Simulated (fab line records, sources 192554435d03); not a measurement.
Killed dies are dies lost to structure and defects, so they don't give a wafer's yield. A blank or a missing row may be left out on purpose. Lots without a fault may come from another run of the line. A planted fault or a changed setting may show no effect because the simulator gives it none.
Chamber matching | flow n5_finfet | N5_BEOL_M7_DESCUM_33 on rie_diel-04: 4 sister chambers
The step chemistry O2, time 7 s. 22 wafers are shown with their chamber, then 11 later ones without.

WAFERS WITH THEIR CHAMBER
wafer  | chamber | drypump_motor_current_A (A) | showerhead_plenum_p_Torr (Torr) | oes_product_au (a.u.)
L076.2 | 2       | 5.7                         | 2.19                            | 0.72
L076.3 | 0       | 5.6                         | 2.07                            | 0.72
L076.6 | 0       | 5.6                         | 2.07                            | 0.71
L080.2 | 0       | 5.6                         | 2.07                            | 0.71
L080.3 | 1       | 6.3                         | 2.16                            | 0.73
L080.4 | 3       | 5.7                         | 2.15                            | 0.98
L079.1 | 3       | 5.7                         | 2.15                            | 0.99
L079.3 | 1       | 6.3                         | 2.16                            | 0.73
L079.5 | 3       | 5.7                         | 2.15                            | 0.97
L078.1 | 3       | 5.8                         | 2.15                            | 0.98
L078.2 | 2       | 5.7                         | 2.19                            | 0.71
L078.6 | 1       | 6.3                         | 2.16                            | 0.72
L081.1 | 1       | 6.3                         | 2.16                            | 0.72
L081.3 | 2       | 5.7                         | 2.19                            | 0.72
L081.6 | 2       | 5.7                         | 2.19                            | 0.71
L082.2 | 3       | 5.7                         | 2.15                            | 0.96
L082.3 | 2       | 5.7                         | 2.19                            | 0.71
L082.6 | 0       | 5.6                         | 2.07                            | 0.70
L085.2 | 3       | 5.7                         | 2.15                            | 0.95
L085.5 | 1       | 6.3                         | 2.15                            | 0.72
L085.6 | 2       | 5.7                         | 2.18                            | 0.71
L087.2 | 0       | 5.6                         | 2.07                            | 0.70

SIGNATURES (means of the wafers above)
reading                  | chamber 0 | chamber 1 | chamber 2 | chamber 3 | scatter within a chamber
drypump_motor_current_A  | 5.600     | 6.300     | 5.700     | 5.717     | 0.0215
showerhead_plenum_p_Torr | 2.0700    | 2.1580    | 2.1883    | 2.1500    | 0.00301
oes_product_au           | 0.7080    | 0.7240    | 0.7133    | 0.9717    | 0.00948
Rule: a wafer's distance from a chamber is the root of the sum, over the readings, of the square of ((its reading less the chamber's mean) divided by the reading's scatter). The wafer belongs to the nearest chamber; if the next one is less than 2 further off, it can't be placed. The scatter: the root of (the sum of the squares of (reading less its chamber's mean) over the shown wafers, divided by (wafers less chambers)).

WAFERS WITHOUT THEIR CHAMBER
wafer  | drypump_motor_current_A (A) | showerhead_plenum_p_Torr (Torr) | oes_product_au (a.u.)
L087.4 | 5.7                         | 2.18                            | 0.71
L087.6 | 6.3                         | 2.15                            | 0.72
L088.1 | 5.7                         | 2.15                            | 0.93
L088.5 | 5.6                         | 2.07                            | 0.70
L088.6 | 6.3                         | 2.15                            | 0.71
L092.1 | 5.6                         | 2.07                            | 0.69
L092.2 | 6.3                         | 2.15                            | 0.71
L092.4 | 5.7                         | 2.18                            | 0.70
L097.1 | 5.7                         | 2.18                            | 0.70
L097.4 | 6.3                         | 2.15                            | 0.71
L097.6 | 6.3                         | 2.15                            | 0.71

WHICH CHAMBER EACH WENT THROUGH
wafer  | from the rows above | in truth
L087.4 | 2                   | 2
L087.6 | 1                   | 1
L088.1 | 3                   | 3
L088.5 | 0                   | 0
L088.6 | 1                   | 1
L092.1 | 0                   | 0
L092.2 | 1                   | 1
L092.4 | 2                   | 2
L097.1 | 2                   | 2
L097.4 | 1                   | 1
L097.6 | 1                   | 1
Placed correctly: 11 of 11. Can't be placed from these rows: 0. Placed wrongly: 0.
